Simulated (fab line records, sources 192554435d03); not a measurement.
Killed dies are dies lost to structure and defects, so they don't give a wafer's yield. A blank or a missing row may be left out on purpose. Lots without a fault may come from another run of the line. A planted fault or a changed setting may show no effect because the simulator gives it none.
fab line records | flow n5_finfet | part 2 of 2: steps 19 to 28 of 28
record lots=5 wafers=15 last_day=17
route steps=1938 shown STI_FIN_REVEAL@188 DUMMY_GATE@212
lots that met no fault: from a run of the same line without faults
start_h: hours from the record's first day to the start of the lot's first wafer shown | wait_h: hours since the lot's step before | " the same as in the row above | L1.1+2: a row that stands for several wafers | - no value, or no start given | * or withheld: withheld | < > ~ a bound
route shown NAME@n: a module of which the file shows steps, and the number in the route of the first | usual: mean/standard deviation of fault-free wafers | same: alike in all rows | chamber/n: place in a boat | sites: the reading at each site | _std_site: their standard deviation | _edge_site: outer sites' mean less inner sites' | radius_mm: how far each site lies from the wafer's centre | mask NAME#n: copy n | behind: the tool/chamber that last shaped the wafer | hold: why the lot was held/for how many hours/how that ended | device: the transistor (n, p or np) that didn't switch | end of line: the same wafers' tests at the end of the route | a step without rows: its recipe alone | killed: dies lost to structure and defects at the first sort, not the wafer's yield | map: a wafer's dies, x killed, . not, _ none there
set.NAME: the setting as run; set.NAME@STEP: as run at that earlier step | model.NAME: the simulator's own value behind a step, which no gauge read
lots at some steps of the route; a table a step, a row a wafer
services: from which hour (start_h, from the record's first day; less than 0 if before it) a tool's chamber was out of use, for how many hours, and why
## steps
# step N5_STI_FIN_REVEAL_SRD_23
# recipe dry=ipa_marangoni time_s=30 temp_c=23 rinse_liquid=diw
# usual bath_heat_duty_pct=3.7/0.54 temp_c=23.00/0.12
# columns lot.wafer tool chamber start_h wait_h bath_heat_duty_pct temp_c
L074.4 wet_bench-05 1 38.03 0.0 3.6 23.10
L074.5 " 7 " " 4.2 23.01
L074.6 " 0 " " 3.4 22.86
L080.1 wet_bench-06 6 74.22 0.0 2.8 23.12
L080.3 " 2 " " 4.1 23.05
L080.5 " 0 " " 2.5 23.03
L083.2 wet_bench-06 2 99.41 0.0 4.0 22.89
L083.3 " 3 " " 4.8 23.04
L083.5 " 6 " " 4.0 22.86
L094.2 wet_bench-06 1 159.03 0.0 3.9 22.96
L094.4 " 2 " " 3.2 23.02
L094.6 " 7 " " 3.8 23.12
L095.1 wet_bench-06 4 163.44 0.0 3.6 22.90
L095.2 " 7 " " 4.1 22.94
L095.6 " 1 " " 3.8 23.23
# step N5_STI_FIN_REVEAL_CD_MEAS_22
# recipe target_cd_nm=6.238 pitch_nm=28 polarity=line
# usual cd_nm=6.23/0.27
# columns lot.wafer tool chamber start_h wait_h cd_nm
L074.4 cd_sem-01 - 38.07 0.0 6.26
L074.5 " - " " 6.08
L074.6 " - " " 6.37
L080.1 cd_sem-01 - 74.26 0.0 6.47
L080.3 " - " " 5.71
L080.5 " - " " 6.16
L083.2 cd_sem-02 - 99.46 0.0 6.48
L083.3 " - " " 6.66
L083.5 " - " " 6.55
L094.2 cd_sem-02 - 159.09 0.0 6.06
L094.4 " - " " 6.29
L094.6 " - " " 6.10
L095.1 cd_sem-02 - 163.49 0.0 6.62
L095.2 " - " " 5.94
L095.6 " - " " 6.50
# step N5_STI_FIN_REVEAL_FIN_H_MEAS_10
# usual trench_depth_nm=51.8/0.88
# columns lot.wafer tool chamber start_h wait_h trench_depth_nm
L074.4 ocd-01 - 38.10 0.0 51.0
L074.5 " - " " 50.5
L074.6 " - " " 52.1
L080.1 ocd-02 - 74.29 0.0 52.2
L080.3 " - " " 49.5
L080.5 " - " " 49.9
L083.2 ocd-02 - 99.49 0.0 52.9
L083.3 " - " " 50.9
L083.5 " - " " 50.9
L094.2 ocd-01 - 159.12 0.0 52.3
L094.4 " - " " 52.8
L094.6 " - " " 51.6
L095.1 ocd-02 - 163.52 0.0 53.9
L095.2 " - " " 52.0
L095.6 " - " " 52.5
# step N5_STI_FIN_REVEAL_PRECLEAN_18
# recipe chemistry=SC2 time_s=45 temp_c=35 mix=1:1:50
# usual bath_heat_duty_pct=3.4/0.56 temp_c=35.01/0.11
# columns lot.wafer tool chamber start_h wait_h bath_heat_duty_pct temp_c
L074.4 wet_bench-03 0 38.13 0.0 4.2 34.94
L074.5 " 2 " " 3.4 34.97
L074.6 " 6 " " 4.5 34.93
L080.1 wet_bench-05 7 74.32 0.0 2.7 34.88
L080.3 " 3 " " 3.7 34.98
L080.5 " 4 " " 3.8 35.15
L083.2 wet_bench-05 3 99.52 0.0 3.9 35.07
L083.3 " 1 " " 4.0 35.01
L083.5 " 5 " " 3.6 35.08
L094.2 wet_bench-06 5 159.15 0.0 4.1 35.23
L094.4 " 6 " " 2.6 34.93
L094.6 " 7 " " 4.0 35.03
L095.1 wet_bench-05 5 163.56 0.0 3.4 34.88
L095.2 " 3 " " 4.0 34.86
L095.6 " 4 " " 3.7 35.10
# step N5_STI_FIN_REVEAL_SRD_28
# recipe dry=ipa_marangoni time_s=30 temp_c=23 rinse_liquid=diw
# usual bath_heat_duty_pct=3.7/0.57 temp_c=23.00/0.11
# columns lot.wafer tool chamber start_h wait_h bath_heat_duty_pct temp_c
L074.4 wet_bench-03 0 38.14 0.0 4.8 23.07
L074.5 " 2 " " 3.6 22.94
L074.6 " 6 " " 4.4 22.98
L080.1 wet_bench-05 7 74.34 0.0 4.1 22.75
L080.3 " 3 " " 4.1 23.14
L080.5 " 4 " " 3.1 23.01
L083.2 wet_bench-05 3 99.53 0.0 3.8 23.12
L083.3 " 1 " " 3.7 23.06
L083.5 " 5 " " 4.1 23.13
L094.2 wet_bench-06 5 159.18 0.0 4.5 23.00
L094.4 " 6 " " 4.1 22.84
L094.6 " 7 " " 3.5 22.98
L095.1 wet_bench-05 5 163.57 0.0 4.8 22.84
L095.2 " 3 " " 3.3 23.10
L095.6 " 4 " " 3.9 23.12
# step N5_STI_FIN_REVEAL_INSPECT_13
# recipe inspect_instrument=darkfield mode=post_clean
# usual raw_defect_count=12/5.2
# columns lot.wafer tool chamber start_h wait_h raw_defect_count
L074.4 defect_inspect-01 - 38.19 0.0 23
L074.5 " - " " 11
L074.6 " - " " 29
L080.1 defect_inspect-02 - 74.38 0.0 10
L080.3 " - " " 5
L080.5 " - " " 10
L083.2 defect_inspect-01 - 99.57 0.0 27
L083.3 " - " " 20
L083.5 " - " " 10
L094.2 defect_inspect-01 - 159.24 0.0 12
L094.4 " - " " 13
L094.6 " - " " 8
L095.1 defect_inspect-01 - 163.61 0.0 5
L095.2 " - " " 10
L095.6 " - " " 7
# step N5_DUMMY_GATE_PRECLEAN_00
# recipe chemistry=O3/DIW time_s=60 temp_c=22 o3_ppm=10
# usual bath_heat_duty_pct=2.3/0.42 temp_c=21.99/0.12
# columns lot.wafer tool chamber start_h wait_h bath_heat_duty_pct temp_c
L074.4 wet_bench-02 2 38.21 0.0 2.3 21.91
L074.5 " 3 " " 2.2 21.86
L074.6 " 1 " " 2.3 21.87
L080.1 wet_bench-02 5 74.41 0.0 2.4 21.92
L080.3 " 6 " " 2.5 21.93
L080.5 " 0 " " 1.6 22.11
L083.2 wet_bench-04 1 99.60 0.0 1.8 22.01
L083.3 " 0 " " 2.2 21.94
L083.5 " 2 " " 1.7 22.19
L094.2 wet_bench-02 2 159.26 0.0 3.3 22.02
L094.4 " 5 " " 1.5 21.85
L094.6 " 1 " " 2.2 22.02
L095.1 wet_bench-01 2 163.64 0.0 2.6 22.13
L095.2 " 7 " " 2.1 21.83
L095.6 " 0 " " 2.2 22.03
# step N5_DUMMY_GATE_SRD_01
# recipe time_s=30 temp_c=23 rinse_liquid=diw dry=ipa_marangoni
# usual bath_heat_duty_pct=3.6/0.53 temp_c=23.00/0.096
# columns lot.wafer tool chamber start_h wait_h bath_heat_duty_pct temp_c
L074.4 wet_bench-02 2 38.23 0.0 4.5 23.11
L074.5 " 3 " " 3.7 22.96
L074.6 " 1 " " 4.0 23.11
L080.1 wet_bench-02 5 74.43 0.0 3.4 22.95
L080.3 " 6 " " 4.6 23.10
L080.5 " 0 " " 2.4 22.94
L083.2 wet_bench-04 1 99.62 0.0 2.9 22.97
L083.3 " 0 " " 4.4 23.04
L083.5 " 2 " " 3.8 23.11
L094.2 wet_bench-02 2 159.28 0.0 4.2 22.91
L094.4 " 5 " " 3.8 23.06
L094.6 " 1 " " 4.4 23.01
L095.1 wet_bench-01 2 163.66 0.0 4.5 23.18
L095.2 " 7 " " 3.3 23.04
L095.6 " 0 " " 3.0 22.97
# step N5_DUMMY_GATE_ALD_02
# recipe material=SiO2 target_thk_a=20 temp_c=300 ald_precursor_family=BDEAS ald_co_reactant=O2-plasma pulse_time_s=1 pressure_torr=2
# usual heater_power_w=464/35 precursor_pulse_height_rel=0.997/0.021
# columns lot.wafer tool chamber start_h wait_h heater_power_w precursor_pulse_height_rel
L074.4 ald_sin-04 2 38.28 0.0 557 0.980
L074.5 " 0 " " 451 1.026
L074.6 " 3 " " 472 1.024
L080.1 ald_sin-02 1 76.01 1.6 489 1.005
L080.3 " 0 " " 460 0.949
L080.5 " 1 " " 471 1.031
L083.2 ald_sin-02 3 99.67 0.0 477 1.004
L083.3 " 2 " " 480 0.985
L083.5 " 3 " " 468 0.981
L094.2 ald_sin-03 2 159.33 0.0 478 1.007
L094.4 " 0 " " 424 1.060
L094.6 " 3 " " 438 0.982
L095.1 ald_sin-02 1 163.71 0.0 490 0.970
L095.2 " 3 " " 479 0.987
L095.6 " 1 " " 486 0.988
# step N5_DUMMY_GATE_CVD_03
# recipe material=a-Si target_thk_a=1500 temp_c=530 precursor=SiH4 time_s=8042
# usual zone_power_bottom_pct=9.5/0.51
# columns lot.wafer tool chamber start_h wait_h zone_power_bottom_pct
L074.4 lpcvd-01 1/29 38.38 0.1 9.0
L074.5 " 1/34 " " 9.0
L074.6 " 1/39 " " 9.0
L080.1 lpcvd-01 0/65 76.11 0.1 10.0
L080.3 " 0/75 " " 10.0
L080.5 " 0/84 " " 10.0
L083.2 lpcvd-01 1/70 99.79 0.1 9.0
L083.3 " 1/75 " " 9.0
L083.5 " 1/84 " " 9.0
L094.2 lpcvd-01 1/95 159.44 0.1 9.0
L094.4 " 1/104 " " 9.0
L094.6 " 1/114 " " 9.0
L095.1 lpcvd-01 0/90 163.81 0.1 10.0
L095.2 " 0/95 " " 10.0
L095.6 " 0/114 " " 10.0
## services
# columns tool chamber start_h hours kind
ald_sin-03 3 22.18 122.2 repair
rie_diel-02 - 34.89 0.7 repair
ald_sin-04 3 39.80 5.3 repair
plasma_asher-02 - 39.89 3.0 repair
ald_sin-03 - 50.67 1.9 repair
plasma_asher-01 - 52.38 1.9 repair
rtp_anneal-01 - 55.40 5.4 pm
ald_sin-04 2 55.56 4.5 repair
rie_diel-02 1 56.93 4.6 repair
rie_diel-03 0 57.56 11.0 repair
rie_diel-04 2 58.03 14.0 repair
rie_si-02 1 60.39 3.9 repair
ald_sin-04 - 76.34 1.2 repair
ald_sin-02 0 83.17 1.5 repair
ald_sin-03 - 85.83 14.0 pm
wet_bench-05 - 88.34 1.1 repair
rie_diel-02 0 91.45 11.1 repair
plasma_asher-02 - 94.49 0.5 repair
rie_diel-02 3 99.64 9.0 repair
plasma_asher-02 - 115.07 5.4 repair
rie_diel-02 3 117.67 8.6 repair
rie_diel-04 - 122.84 15.6 pm
ald_sin-02 2 123.87 4.4 repair
plasma_asher-01 - 156.58 0.9 repair
